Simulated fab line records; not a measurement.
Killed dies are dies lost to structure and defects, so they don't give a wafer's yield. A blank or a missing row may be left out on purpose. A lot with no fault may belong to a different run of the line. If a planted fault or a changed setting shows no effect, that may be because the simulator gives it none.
fab line records ; flow n5_finfet
record lots=4; wafers=12; last_day=17
route steps=1938 shown BEOL_M4@1099 BEOL_M5@1112 TV_OPEN@1890 PASSIVATION@1936
lots with no fault: from the same line, run without faults
start_h: hours from the record's opening day to when the first of the lot's shown wafers began ; wait_h: time in hours since the lot's previous step ; " unchanged from the row above ; L1.1+2: a single row standing in for several wafers ; - no value, or no start given ; * or withheld: withheld ; < > ~ a bound
route shown NAME@n: a module of which the file shows steps, and the number in the route of the first ; usual: mean/standard deviation taken from wafers without a fault ; same: alike in all rows ; chamber/n: place in a boat ; sites: each site's reading ; _std_site: standard deviation of those values ; _edge_site: inner sites' mean taken away from outer sites' mean ; radius_mm: for every site, how far away it sits from the centre of the wafer ; mask NAME#n: copy n ; behind: the tool/chamber that last shaped the wafer ; hold: cause of the lot's hold/its duration in hours/its outcome ; device: whichever transistor did not switch (one of n, p or np) ; end of line: tests of these same wafers at the route's end ; a step given without rows: its recipe and nothing more ; killed: not the wafer's yield, but the dies lost to structure and defects at the first sort ; map: a wafer's dies, marking killed ones x, the rest . and places with no die _
set.NAME: the setting as run; set.NAME@STEP: as run at that earlier step ; model.NAME: the simulator's own value behind a step, which no gauge read
a table for each step, a row for each wafer; lots at some steps of the route
services: from which hour (start_h, from the record's first day; less than 0 if before it) a tool's chamber was out of use, for how many hours, and why
## steps
# step N5_BEOL_M4_ANNEAL_95
# recipe temp_c=400; time_s=240; ambient=vacuum
# step N5_BEOL_M4_SPUTTER_96
# recipe material=Cu; target_thk_a=45; temp_c=-20; chamber_pressure_pa=0.07; power_w=withheld; time_s=8.29
# step N5_BEOL_M4_ECD_50
# recipe material=Cu; target_thk_a=3000
# step N5_BEOL_M4_ANNEAL_51
# recipe temp_c=225; time_s=90; ambient=N2
# step N5_BEOL_M4_CMP_52
# recipe stop_on=SiOC; t_overpolish_s=6.8; down_force_psi=1; platen_rpm=50; clearing_platen_down_force_psi=1.5; clearing_platen_rpm=50; post_cmp_clean=cu_alkaline; target_thk_nm=40; clearing_platen_pad_velocity_m_s=0.99484; pad_velocity_m_s=0.99484
# step N5_BEOL_M4_PRE_CLEAN_60
# recipe gas=NH3/H2; time_s=15; temp_c=*; rf_power_w=300
# step N5_BEOL_M4_CO_CAP_55
# recipe material=Co; target_thk_a=20; temp_c=200; precursor=CCTBA/H2; pressure_torr=30; time_s=102.1
# step N5_BEOL_M4_PRE_CLEAN_56
# recipe gas=NH3; time_s=15; temp_c=withheld; rf_power_w=300
# step N5_BEOL_M4_DEP_57
# recipe material=SiCN; target_thk_a=80; temp_c=withheld; precursor=3MS/NH3; pressure_torr=3; rf_w=202; time_s=14
# step N5_BEOL_M4_RC_MEAS_101
# usual DIBL_N=36.9/1.7; DIBL_P=37.3/2.3; IOFF_N=0.16/0.033; IOFF_P=0.22/0.04; ION_N=673/12; ION_P=463/8; SS_N=71.6/0.58; SS_P=73.4/0.74; VT_N=250/3.2; VT_P=-250/3.4
lot.wafer;tool;chamber;start_h;wait_h;DIBL_N[mV/V];DIBL_P[mV/V];IOFF_N[nA/um];IOFF_P[nA/um];ION_N[uA/um];ION_P[uA/um];SS_N[mV/dec];SS_P[mV/dec];VT_N[mV];VT_P[mV]
L281.1;prober-01;0;242.29;0.0;35.9;35.8;0.13;0.19;673;464;71.4;72.4;252;-251
L281.2;prober-01;0;242.29;0.0;38.1;37.8;0.17;0.23;679;463;70.9;73.7;248;-249
L281.4;prober-01;0;242.29;0.0;33.1;32.9;0.10;0.15;642;456;70.3;72.1;256;-250
L284.2;prober-02;0;255.07;0.2;36.3;35.5;0.14;0.21;684;471;71.3;73.1;250;-251
L284.3;prober-02;0;255.07;0.2;37.2;36.3;0.17;0.23;685;469;71.6;73.2;247;-248
L284.4;prober-02;0;255.07;0.2;39.6;40.3;0.22;0.31;704;488;72.5;74.1;245;-246
L287.2;prober-01;0;274.04;0.2;31.0;31.9;0.10;0.14;656;458;70.2;71.4;255;-253
L287.3;prober-01;0;274.04;0.2;34.2;35.3;0.14;0.18;662;453;71.2;72.3;250;-251
L287.6;prober-01;0;274.04;0.2;33.9;34.6;0.13;0.19;667;460;71.1;73.0;250;-251
L293.1;prober-02;0;310.92;0.0;36.1;35.6;0.12;0.18;661;457;71.6;72.2;255;-253
L293.3;prober-02;0;310.92;0.0;37.0;37.3;0.14;0.21;683;468;70.8;72.8;251;-250
L293.6;prober-02;0;310.92;0.0;35.4;35.4;0.12;0.18;666;467;71.0;72.0;256;-251
# step N5_BEOL_M5_ILD_DEP_00
# recipe material=SiCOH_lowk; target_thk_a=1406.4; temp_c=300; precursor=DEMS/porogen; pressure_torr=5; rf_w=500; time_s=25.9
# step N5_BEOL_M5_CURE_79
# recipe temp_c=385; time_s=240; ambient=He/Ar; material=SiCOH_lowk
# step N5_BEOL_M5_PECVD_70
# recipe material=SiO2; target_thk_a=160; temp_c=400; precursor=TEOS/O2; pressure_torr=5.5; rf_w=450; teos_flow_sccm=53.8; gas=O2; flow_sccm=3000; time_s=18
# step N5_BEOL_M5_HM_DEP_02
# recipe material=TiN; target_thk_a=200; temp_c=25; chamber_pressure_pa=0.49996
# step N5_BEOL_M5_COAT_59
# recipe resist=SOC; temp_c=250; time_s=60; spin_rpm=1500; resist_thk_nm=60
# step N5_BEOL_M5_COAT_60
# recipe resist=SiARC; temp_c=220; time_s=60; spin_rpm=1500; resist_thk_nm=12
# step N5_BEOL_M5_COAT_71
# recipe resist=underlayer; temp_c=205; time_s=60; spin_rpm=1500; resist_thk_nm=5
# step N5_BEOL_M5_COAT_05
# recipe resist=CAR-EUV; spin_rpm=1500; resist_thk_nm=30
# step N5_BEOL_M5_EBR_07
# recipe solvent=PGMEA; ebr_width_mm=1.5
# step N5_BEOL_M5_SOFTBAKE_06
# recipe temp_c=110; time_s=60; resist=CAR-EUV
# step N5_BEOL_M5_EXPOSE_08
# recipe mask_id=M5; na=0.33; source_shape=annular; sigma_inner=0.4; sigma_outer=0.8; polarization=unpolarized; target_cd_nm=28; dose_mj=35.75
# step N5_BEOL_M5_PEB_09
# recipe peb_temp_c=100; peb_time_s=60; resist=CAR-EUV
# step N5_BEOL_M5_DEVELOP_10
# recipe develop_time_s=30; developer=TMAH; resist=CAR-EUV; rinse_liquid=surfactant_rinse; dry=air_spin; dev_temp_c=23
# step N5_BEOL_M5_DESCUM_16
# recipe chemistry=O2; time_s=7; source_power_w=50; bias_power_w=20; pressure_mtorr=20; rf_frequency_hz=2.712e+07; temp_c=40; resist=CAR-EUV; o2_flow_sccm=225
# step N5_BEOL_M5_ETCH_72
# recipe chemistry=N2/H2; target=underlayer; target_depth_a=65; mask_material=CAR-EUV; time_s=5.2; ion_energy_ev=200; pressure_mtorr=30; source_w=840; bias_w=150; n2_flow_sccm=200; h2_flow_sccm=200; ends=cleared
# step N5_BEOL_M5_ETCH_61
# recipe chemistry=CF4; target=SiARC; target_depth_a=156; mask_material=CAR-EUV; time_s=26; ion_energy_ev=80; pressure_mtorr=40; source_w=545; bias_w=36; Ar_flow_sccm=100; cf4_flow_sccm=100; ends=cleared
# step N5_BEOL_M5_ETCH_62
# recipe chemistry=N2/H2; target=SOC; target_depth_a=750; overetch_a=150; mask_material=SiARC; temp_c=40; time_s=112.5; ion_energy_ev=200; pressure_mtorr=30; source_w=840; bias_w=150; n2_flow_sccm=200; h2_flow_sccm=200
# step N5_BEOL_M5_STRIP_63
# recipe chemistry=N2/H2; temp_c=40; n2_flow_sccm=200; h2_flow_sccm=200; rf_frequency_hz=6e+07
# step N5_BEOL_M5_STRIP_73
# recipe chemistry=N2/H2; temp_c=40; n2_flow_sccm=200; h2_flow_sccm=200; rf_frequency_hz=6e+07
# step N5_BEOL_M5_STRIP_64
# recipe chemistry=CF4; resist=SiARC; power_w=300; bias_power_w=75; pressure_mtorr=50; cf4_flow_sccm=150; rf_frequency_hz=6e+07
# step N5_BEOL_M5_HM_OPEN_17
# recipe chemistry=Cl2/BCl3; target_depth_a=200; overetch_a=60; target=TiN; mask_material=SOC; ion_energy_ev=150; pressure_mtorr=10; icp_w=1000; bias_w=126; Cl2_flow_sccm=53.25; bcl3_flow_sccm=21.75; Ar_flow_sccm=25
# step N5_BEOL_M5_STRIP_19
# recipe chemistry=O2; power_w=400; temp_c=40; pressure_mtorr=30; rf_frequency_hz=6e+07; bias_power_w=0; overash_fraction=0.2; o2_flow_sccm=225
# step N5_BEOL_M5_COAT_65
# recipe resist=SOC; temp_c=250; time_s=60; spin_rpm=1500; resist_thk_nm=60
# step N5_BEOL_M5_COAT_66
# recipe resist=SiARC; temp_c=220; time_s=60; spin_rpm=1500; resist_thk_nm=12
# step N5_PASSIVATION_ETCH_15
# recipe chemistry=CF4/N2; target=SiCN; target_depth_a=750; taper_deg=2; time_s=81.2; ion_energy_ev=150; mask_material=SiNx; pressure_mtorr=40; source_w=430; bias_w=70; Ar_flow_sccm=100; cf4_flow_sccm=60; n2_flow_sccm=60
# usual bias_w=70.04/0.21; cf4_flow_sccm=59.99/0.17; drypump_motor_current_A=5.6/0.47; n2_flow_sccm=59.99/0.18; oes_product_au=0.80/0.069; rf_fwd_power_W=427.7/1.5; rf_vpp_V=382.6/2.1; showerhead_plenum_p_Torr=2.22/0.086; throttle_valve_pct=15.38/0.27
lot.wafer;tool;chamber;start_h;wait_h;bias_w;cf4_flow_sccm;drypump_motor_current_A;n2_flow_sccm;oes_product_au;rf_fwd_power_W;rf_hours_counter_h;rf_vpp_V;showerhead_plenum_p_Torr;throttle_valve_pct
L281.1;rie_diel-05;3;352.17;-;-;-;-;-;-;-;-;-;-;-
L281.2;rie_diel-05;1;352.17;-;-;-;-;-;-;-;-;-;-;-
L281.4;rie_diel-05;2;352.17;-;-;-;-;-;-;-;-;-;-;-
L284.2;rie_diel-03;1;352.34;-;-;-;-;-;-;-;-;-;-;-
L284.3;rie_diel-03;3;352.34;-;-;-;-;-;-;-;-;-;-;-
L284.4;rie_diel-03;2;352.34;-;-;-;-;-;-;-;-;-;-;-
L287.2;rie_diel-03;0;378.87;-;70.26;59.97;5.8;59.84;0.67;426.6;239;382.0;2.27;15.98
L287.3;rie_diel-03;3;378.87;-;70.00;59.83;5.9;60.17;0.82;428.5;89;383.3;2.23;15.40
L287.6;rie_diel-03;3;378.87;-;70.21;59.96;5.9;60.08;0.82;425.7;-;381.7;2.23;15.39
L293.1;rie_diel-03;1;400.73;-;70.39;59.90;4.9;59.90;0.83;427.9;76;383.4;2.24;15.39
L293.3;rie_diel-03;2;400.73;-;69.88;59.89;6.0;59.78;0.88;427.9;30;385.8;2.34;15.13
L293.6;rie_diel-03;1;400.73;-;70.09;60.13;4.9;59.74;0.84;426.6;-;382.8;2.24;15.39
# step N5_PASSIVATION_PROBE_49
# usual defect_limited_yield=91.2/1.3; killed_at_M0_to_M3=34/10; killed_at_M4_up=13/4.6; killed_at_contacts=13/5.5; killed_at_front_end=41/12; killed_at_other=2.8/2.4; killed_dies=104/16; killed_on_rim=14/4.2; killed_open=67/12; killed_short=33/7.2; sort_bin_5_function=5.1/0.86; sort_bin_6_memory=3.3/0.62; sort_n_pass=1076/16; sort_yield_pct=91.2/1.3
# same gross_dies=1180; killed_at_back_side=0; sort_bin_4_leakage[%]=0; sort_bin_8_speed[%]=0
lot.wafer;tool;chamber;start_h;wait_h;defect_limited_yield[%];killed_at_M0_to_M3;killed_at_M4_up;killed_at_contacts;killed_at_front_end;killed_at_other;killed_dies;killed_on_rim;killed_open;killed_short;sort_bin_5_function[%];sort_bin_6_memory[%];sort_n_pass;sort_yield_pct[%]
L284.2;prober-02;-;359.04;0.1;0;29;11;15;30;1095;1180;152;54;32;96.5;3.0;0;0
L284.3;prober-02;-;359.09;0.1;0;45;22;11;63;1039;1180;152;90;53;95.3;3.9;0;0
L284.4;prober-02;-;359.14;0.2;0;30;17;4;71;1058;1180;152;75;48;94.9;4.5;0;0
L281.1;prober-01;-;360.47;0.9;0;47;19;15;32;1067;1180;152;74;35;95.6;3.6;0;0
L281.2;prober-01;-;360.52;1.0;0;39;23;10;30;1078;1180;152;67;32;97.0;2.8;0;0
L281.4;prober-01;-;360.62;1.1;0;25;14;13;31;1097;1180;152;61;24;98.2;1.5;0;0
# killed by level:class
L284.2 TV_OPEN:area_etch=1094 MOL_CONTACT_COAG:geometric_particle:open=12 GATE_CUT:geometric_particle:short=8 BEOL_M0_SAQP:geometric_particle:open=7 GATE_CUT:geometric_particle:open=6 BEOL_M1:geometric_particle:open=6 BEOL_M0_SAQP:geometric_particle:short=5 BEOL_M2:geometric_particle:open=4
L284.3 TV_OPEN:area_etch=1037 STI_FIN_REVEAL:geometric_particle:open=25 BEOL_M0_SAQP:geometric_particle:short=18 MOL_CONTACT_COAG:geometric_particle:open=11 GATE_CUT:geometric_particle:short=8 BEOL_M3:geometric_particle:open=8 BEOL_M0_SAQP:geometric_particle:open=7 BEOL_M1:geometric_particle:open=7
L284.4 TV_OPEN:area_etch=1056 STI_FIN_REVEAL:geometric_particle:open=15 FIN_SAQP:geometric_particle:short=14 BEOL_M0_SAQP:geometric_particle:short=10 BEOL_M2:geometric_particle:open=8 BEOL_M5:geometric_particle:open=7 FIN_SAQP:geometric_particle:open=6 STI_FIN_REVEAL:geometric_particle:short=6
L281.1 TV_OPEN:area_etch=1067 FIN_SAQP:geometric_particle:open=13 MOL_CONTACT_COAG:geometric_particle:open=11 BEOL_M1:geometric_particle:open=9 BEOL_M0_SAQP:geometric_particle:short=8 BEOL_M0_SAQP:geometric_particle:open=8 BEOL_M2:geometric_particle:open=8 BEOL_M4:geometric_particle:short=7
L281.2 TV_OPEN:area_etch=1078 BEOL_M1:geometric_particle:open=15 FIN_SAQP:geometric_particle:open=8 BEOL_M4:geometric_particle:open=7 BEOL_M4:geometric_particle:short=7 MOL_CONTACT_COAG:geometric_particle:open=7 BEOL_M2:geometric_particle:open=6 BEOL_M3:geometric_particle:open=5
L281.4 TV_OPEN:area_etch=1095 MOL_CONTACT_COAG:geometric_particle:open=10 BEOL_M4:geometric_particle:open=10 FIN_SAQP:geometric_particle:open=9 BEOL_M3:geometric_particle:open=7 GATE_CUT:geometric_particle:open=4 GATE_CUT:geometric_particle:short=4 BEOL_M2:geometric_particle:open=4
# map L281.1 (x killed, . not)
_________________xxxxxxxxxxxx________________
______________xxxxxxxxxxxxxxxxxx_____________
___________xxxxxxxxxxxxxxxxxxxxxxxx__________
__________xxxxxxxxxxxxxxxxxxxxxxxxxx_________
________xxxxxxxxxxxxxxxxxxxxxxxxxxxxxx_______
_______xxxxxxxxxxxxxxxxxxxxxxxxxxxxxxxx______
______xxxxxxxxxxxxxxxxxxxxxxxxxxxxxxxxxx_____
_____xxxxxxxxxxxxxxxxxxxxxxxxxxxxxxxxxxxx____
____xxxxxxxxxxxxxxxxxxxxxxxxxxxxxxxxxxxxxx___
___xxxxxxxxxxxxxxxxxxxxxxxxxxxxxxxxxxxxxxxx__
___xxxxxxxxxxxxxxxxxxxxxxxxxxxxxxxxxxxxxxxx__
__xxxxxxxxxxxxxxxxxxxxxxxxxxxxxxxxxxxxxxxxxx_
__xxxxxxxxxxxxxxxxxxxxxxxxxxxxxxxxxxxxxxxxxx_
_xxxxxxxxxxxxxxxxxxxxxxxxxxxxxxxxxxxxxxxxxxxx
_xxxxxxxxxxxxxxxxxxxxxxxxxxxxxxxxxxxxxxxxxxxx
_xxxxxxxxxxxxxxxxxxxxxxxxxxxxxxxxxxxxxxxxxxxx
_xxxxxxxxxxxxxxxxxxxxxxxxxxxxxxxxxxxxxxxxxxxx
_xxxxxxxxxxxxxxxxxxxxxxxxxxxxxxxxxxxxxxxxxxxx
_xxxxxxxxxxxxxxxxxxxxxxxxxxxxxxxxxxxxxxxxxxxx
_xxxxxxxxxxxxxxxxxxxxxxxxxxxxxxxxxxxxxxxxxxxx
_xxxxxxxxxxxxxxxxxxxxxxxxxxxxxxxxxxxxxxxxxxxx
__xxxxxxxxxxxxxxxxxxxxxxxxxxxxxxxxxxxxxxxxxx_
__xxxxxxxxxxxxxxxxxxxxxxxxxxxxxxxxxxxxxxxxxx_
___xxxxxxxxxxxxxxxxxxxxxxxxxxxxxxxxxxxxxxxx__
___xxxxxxxxxxxxxxxxxxxxxxxxxxxxxxxxxxxxxxxx__
____xxxxxxxxxxxxxxxxxxxxxxxxxxxxxxxxxxxxxx___
_____xxxxxxxxxxxxxxxxxxxxxxxxxxxxxxxxxxxx____
______xxxxxxxxxxxxxxxxxxxxxxxxxxxxxxxxxx_____
_______xxxxxxxxxxxxxxxxxxxxxxxxxxxxxxxx______
________xxxxxxxxxxxxxxxxxxxxxxxxxxxxxx_______
__________xxxxxxxxxxxxxxxxxxxxxxxxxx_________
___________xxxxxxxxxxxxxxxxxxxxxxxx__________
______________xxxxxxxxxxxxxxxxxx_____________
_________________xxxxxxxxxxxx________________
# map L284.2 (x killed, . not)
_________________xxxxxxxxxxxx________________
______________xxxxxxxxxxxxxxxxxx_____________
___________xxxxxxxxxxxxxxxxxxxxxxxx__________
__________xxxxxxxxxxxxxxxxxxxxxxxxxx_________
________xxxxxxxxxxxxxxxxxxxxxxxxxxxxxx_______
_______xxxxxxxxxxxxxxxxxxxxxxxxxxxxxxxx______
______xxxxxxxxxxxxxxxxxxxxxxxxxxxxxxxxxx_____
_____xxxxxxxxxxxxxxxxxxxxxxxxxxxxxxxxxxxx____
____xxxxxxxxxxxxxxxxxxxxxxxxxxxxxxxxxxxxxx___
___xxxxxxxxxxxxxxxxxxxxxxxxxxxxxxxxxxxxxxxx__
___xxxxxxxxxxxxxxxxxxxxxxxxxxxxxxxxxxxxxxxx__
__xxxxxxxxxxxxxxxxxxxxxxxxxxxxxxxxxxxxxxxxxx_
__xxxxxxxxxxxxxxxxxxxxxxxxxxxxxxxxxxxxxxxxxx_
_xxxxxxxxxxxxxxxxxxxxxxxxxxxxxxxxxxxxxxxxxxxx
_xxxxxxxxxxxxxxxxxxxxxxxxxxxxxxxxxxxxxxxxxxxx
_xxxxxxxxxxxxxxxxxxxxxxxxxxxxxxxxxxxxxxxxxxxx
_xxxxxxxxxxxxxxxxxxxxxxxxxxxxxxxxxxxxxxxxxxxx
_xxxxxxxxxxxxxxxxxxxxxxxxxxxxxxxxxxxxxxxxxxxx
_xxxxxxxxxxxxxxxxxxxxxxxxxxxxxxxxxxxxxxxxxxxx
_xxxxxxxxxxxxxxxxxxxxxxxxxxxxxxxxxxxxxxxxxxxx
_xxxxxxxxxxxxxxxxxxxxxxxxxxxxxxxxxxxxxxxxxxxx
__xxxxxxxxxxxxxxxxxxxxxxxxxxxxxxxxxxxxxxxxxx_
__xxxxxxxxxxxxxxxxxxxxxxxxxxxxxxxxxxxxxxxxxx_
___xxxxxxxxxxxxxxxxxxxxxxxxxxxxxxxxxxxxxxxx__
___xxxxxxxxxxxxxxxxxxxxxxxxxxxxxxxxxxxxxxxx__
____xxxxxxxxxxxxxxxxxxxxxxxxxxxxxxxxxxxxxx___
_____xxxxxxxxxxxxxxxxxxxxxxxxxxxxxxxxxxxx____
______xxxxxxxxxxxxxxxxxxxxxxxxxxxxxxxxxx_____
_______xxxxxxxxxxxxxxxxxxxxxxxxxxxxxxxx______
________xxxxxxxxxxxxxxxxxxxxxxxxxxxxxx_______
__________xxxxxxxxxxxxxxxxxxxxxxxxxx_________
___________xxxxxxxxxxxxxxxxxxxxxxxx__________
______________xxxxxxxxxxxxxxxxxx_____________
_________________xxxxxxxxxxxx________________
## services
tool;chamber;start_h;hours;kind
rie_diel-05;0;359.28;1.5;repair
rie_diel-05;3;373.86;6.3;repair
rie_diel-03;3;383.78;2.1;repair
## key
first_sign step=N5_PASSIVATION_ETCH_15; reading=tool_record; direction=missing
effect step=N5_PASSIVATION_PROBE_49; reading=killed_at_other; direction=up; sigmas=99+; usual=2.8; struck=1072.3
more_kills_born_at N5_PASSIVATION_ETCH_15@rie_diel-05=3240; N5_PASSIVATION_ETCH_15@rie_diel-03=3187
met_at N5_PASSIVATION_ETCH_15
struck_wafers L281.1,L281.2,L281.4,L284.2,L284.3,L284.4
later_rows_left_out L281.1,L281.2,L281.4,L284.2,L284.3,L284.4
fault kind=skipped_step_whole; tool=rie_diel-03,rie_diel-05; chamber=-; onset_h=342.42; steps=N5_PASSIVATION_ETCH_15; scope=struck_lots_only
# later_rows_left_out: the simulator's readings of these wafers behind a module that went badly wrong aren't trusted and aren't shown, but for the sort
